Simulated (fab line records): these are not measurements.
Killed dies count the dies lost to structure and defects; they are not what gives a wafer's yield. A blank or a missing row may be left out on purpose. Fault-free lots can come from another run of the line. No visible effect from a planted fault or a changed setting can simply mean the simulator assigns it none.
A struck lot beside a sound one | flow nand-harc | 41 out of 1302 route steps
Sound: the wafers L731.1, L731.4, L731.5. Struck: wafers L749.1, L749.2, L749.4. At the end, the cause is stated.
Per side, at each step with rows, come the tool, then ch with its chambers, and then its first start. Under that, the readings that differ: sound wafers | struck wafers | difference of the means | sigmas: that difference in standard deviations of wafers without a fault.
alike: readings whose means differ by less than 2 such deviations, and words and numbers that are the same on both sides. not compared: withheld readings, readings that some wafer has no value for, bounds like >300 that may hide the same value, and numbers for which the record gives no deviation and whose values overlap.
Wherever a step has rows on one side only, a row that says differs or no value, or a row with sigmas, the two part there. Numbers that don't overlap but have no deviation are shown without sigmas and don't part them. A reading missing from all wafers of one side parts the sides only when that side holds two or more wafers.

first, 2 steps without rows for these wafers: NHARC_A_CHANNEL_FILL_D1_ALD_02 (deposits SiO2, target thk 6 nm, pulse time 10 s, ald cycles 60); NHARC_A_CHANNEL_FILL_D1_ALD_03 (deposits SiNx, target thk 6 nm, pulse time 60 s, ald cycles 58).
NHARC_A_CHANNEL_FILL_D1_ALD_14: deposits SiO2, target thk 2.5 nm, pulse time 10 s, ald cycles 25.
  sound on ald-hk-03 ch 1,3, day 10 20:19; struck on ald-hk-02 ch 0,2,3, day 18 22:00
  alike: heater-power-w, precursor-pulse-height-rel
NHARC_A_CHANNEL_FILL_D1_ALD_15: deposits SiNx, target thk 2 nm, pulse time 60 s, ald cycles 19.
  sound: ald-sin-batch-02 ch 0; struck: ald-sin-batch-01 ch 0
  alike: precursor-pulse-height-rel
NHARC_A_CHANNEL_FILL_D1_ALD_16: deposits SiO2, target thk 1.5 nm, pulse time 10 s, ald cycles 15.
  sound on ald-hk-01 ch 0,1,3, day 11 01:37; struck on ald-hk-02 ch 0,1,3, day 19 03:09
  alike: heater-power-w, precursor-pulse-height-rel
then, 2 steps without rows for these wafers: NHARC_A_CHANNEL_FILL_D1_ANNEAL_17 (time 1800 s); NHARC_A_CHANNEL_FILL_D1_CVD_18 (deposits poly-Si, target thk 3 nm).
NHARC_A_CHANNEL_FILL_D1_ETCHBACK_19: etches the open film in HBr/Cl2, target depth 5 nm, time 1.7 s.
  sound on rie-si-04 ch 0,2,3, day 11 13:28; struck on rie-si-03 ch 0,1,3, day 19 15:02
  alike: drypump-motor-current-A, hbr-flow-sccm, oes-product-au, throttle-valve-pct
  not compared: rf-hours-counter-h
then, 4 steps without rows for these wafers: NHARC_A_CHANNEL_FILL_D1_ETCHBACK_20 (etches the open film in C4F8/O2/Ar, target depth 27 nm, time 13.5 s); NHARC_A_CHANNEL_FILL_D1_STRIP_28 (strips in O2, time 20 s); NHARC_A_CHANNEL_FILL_D1_PRECLEAN_21 (cleans in dHF, time 30 s); NHARC_A_CHANNEL_FILL_D1_SRD_23.
NHARC_A_CHANNEL_FILL_D1_CVD_05: deposits poly-Si, target thk 5 nm.
  sound on lpcvd-poly-03 ch 0, day 11 16:09; struck on lpcvd-poly-04 ch 0, day 19 17:40
  reading                | sound             | struck            | difference | sigmas
  spike-tc-bottom-C (C)  | 571.2 570.7 572.8 | 586.2 586.5 586.8 | +14.9      | +10
  spike-tc-centre-C (C)  | 550.7 551.9 552.1 | 563.5 564.0 563.4 | +12.1      | +12
  spike-tc-lower-C (C)   | 550.5 549.0 548.6 | 562.6 562.8 561.7 | +13.0      | +13
  spike-tc-upper-C (C)   | 548.1 548.0 547.6 | 564.3 564.1 562.6 | +15.8      | +12
  zone-power-top-pct (%) | 19.7 19.1 19.8    | 16.5 16.5 16.5    | -3.0       | -2
  alike: zone-power-centre-pct
then, 3 steps without rows for these wafers: NHARC_A_CHANNEL_FILL_D1_ANNEAL_22 (time 7200 s); NHARC_A_CHANNEL_FILL_D1_ALD_25 (deposits SiOx, target thk 60 nm, pulse time 10 s, ald cycles 600); NHARC_A_CHANNEL_FILL_D1_ETCHBACK_08 (etches the open film in C4F8, target depth 220 nm, time 110 s).
NHARC_A_CHANNEL_FILL_D1_STRIP_29: strips in O2, time 20 s.
  sound: rie-diel-13 ch 0,2,3; struck: rie-diel-09 ch 0,2,3
  alike: drypump-motor-current-A, mfc-ar-sccm, oes-product-au, rf-vpp-V, showerhead-plenum-p-Torr, throttle-valve-pct
  not compared: rf-hours-counter-h
then, 5 steps without rows for these wafers: NHARC_A_CHANNEL_FILL_D1_PRECLEAN_30 (cleans in dHF, time 30 s); NHARC_A_CHANNEL_FILL_D1_SRD_31; NHARC_A_CHANNEL_FILL_D1_CVD_09 (deposits poly-Si, target thk 150 nm, time 3000 s); NHARC_A_CHANNEL_FILL_D1_CMP_10 (polishes, target thk 150 nm); NHARC_A_CHANNEL_FILL_D1_SRD_12.
NHARC_A_CHANNEL_FILL_D1_INSPECT_13:
  sound on defect-inspect-01, day 12 17:01; struck on defect-inspect-01, day 20 15:10
  alike: raw-defect-count
then, 10 steps without rows for these wafers: NHARC_A_DECK1_JOINT_ETCHBACK_07 (etches the open film in HBr, target depth 105 nm, time 26.9 s); NHARC_A_DECK1_JOINT_ETCH_25 (etches SiO2 in dHF, target depth 0.5 nm); NHARC_A_DECK1_JOINT_ETCH_19 (etches poly-Si in TMAH, target depth 3 nm); NHARC_A_DECK1_JOINT_ETCH_18 (etches SiO2 in dHF, target depth 3 nm); NHARC_A_DECK1_JOINT_WET_08 (chemistry H3PO4, time 86 s); NHARC_A_DECK1_JOINT_ETCH_09 (etches SiO2 in dHF, target depth 5 nm); NHARC_A_DECK1_JOINT_WET_10 (chemistry H3PO4, time 86 s); NHARC_A_DECK1_JOINT_ETCH_11 (etches SiO2 in dHF, target depth 35 nm); NHARC_A_DECK1_JOINT_CVD_12 (deposits poly-Si, target thk 90 nm, time 1800 s); NHARC_A_DECK1_JOINT_CMP_13 (polishes, target thk 51.023 nm).
NHARC_A_DECK1_JOINT_THK_MEAS_14: measures by ellipsometry.
  sound on film-metro-02, day 13 03:35; struck on film-metro-01, day 21 01:50
  alike: thk-nm
then, 5 steps without rows for these wafers: NHARC_A_DECK1_JOINT_SRD_04; NHARC_A_DECK1_JOINT_ETCHBACK_00 (etches the open film in HBr, target depth 30 nm, time 17.4 s); NHARC_A_DECK1_JOINT_PRECLEAN_30 (cleans in SC1); NHARC_A_DECK1_JOINT_SRD_31; NHARC_A_DECK1_JOINT_CVD_34 (deposits SiNx, target thk 20 nm).
-- break in the record here, with 14 days between the starts of the struck wafers on either side (left off in module A_DECK1_JOINT, picked up again in module END, where the first step shown is number 1301 on the route) --
NHARC_END_WLT_00:
  sound on prober-02, day 25 18:22; struck on prober-02, day 34 15:25
  reading                           | sound             | struck            | difference | sigmas
  VT_DECK1_BOTTOM                   | 0.871 0.871 0.878 | 0.958 0.940 0.953 | +0.077     | +10
  VT_DECK1_BOTTOM_INNER             | 0.864 0.864 0.881 | 0.951 0.948 0.946 | +0.079     | +11
  VT_DECK1_MEDIAN_NEAR_BOTTOM       | 0.871 0.871 0.881 | 0.953 0.948 0.952 | +0.077     | +10
  VT_DECK1_MEDIAN_NEAR_BOTTOM_INNER | 0.871 0.873 0.884 | 0.949 0.951 0.949 | +0.074     | +10
  VT_DECK1_MIDDLE                   | 0.881 0.894 0.891 | 0.967 0.964 0.964 | +0.076     | +11
  VT_DECK1_MIDDLE_INNER             | 0.888 0.893 0.886 | 0.970 0.968 0.964 | +0.078     | +12
  VT_DECK1_TOP                      | 0.905 0.906 0.907 | 0.987 0.982 0.993 | +0.081     | +11
  VT_DECK1_TOP_INNER                | 0.912 0.906 0.900 | 0.986 0.987 0.995 | +0.083     | +12
  alike: VT_DECK2_BOTTOM, VT_DECK2_BOTTOM_INNER, VT_DECK2_MEDIAN_NEAR_BOTTOM, VT_DECK2_MEDIAN_NEAR_BOTTOM_INNER, VT_DECK2_MIDDLE, VT_DECK2_MIDDLE_INNER, VT_DECK2_TOP, VT_DECK2_TOP_INNER
after that, 1 step had no rows for these wafers: NHARC_END_SORT_01.

WHERE THEY PART
At NHARC_A_CHANNEL_FILL_D1_CVD_05 first; at NHARC_END_WLT_00 last (within this record only).

WHY: the cause the simulator had injected
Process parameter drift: lpcvd-poly-04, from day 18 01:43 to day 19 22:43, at NHARC_A_CHANNEL_FILL_D1_CVD_05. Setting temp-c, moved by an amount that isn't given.
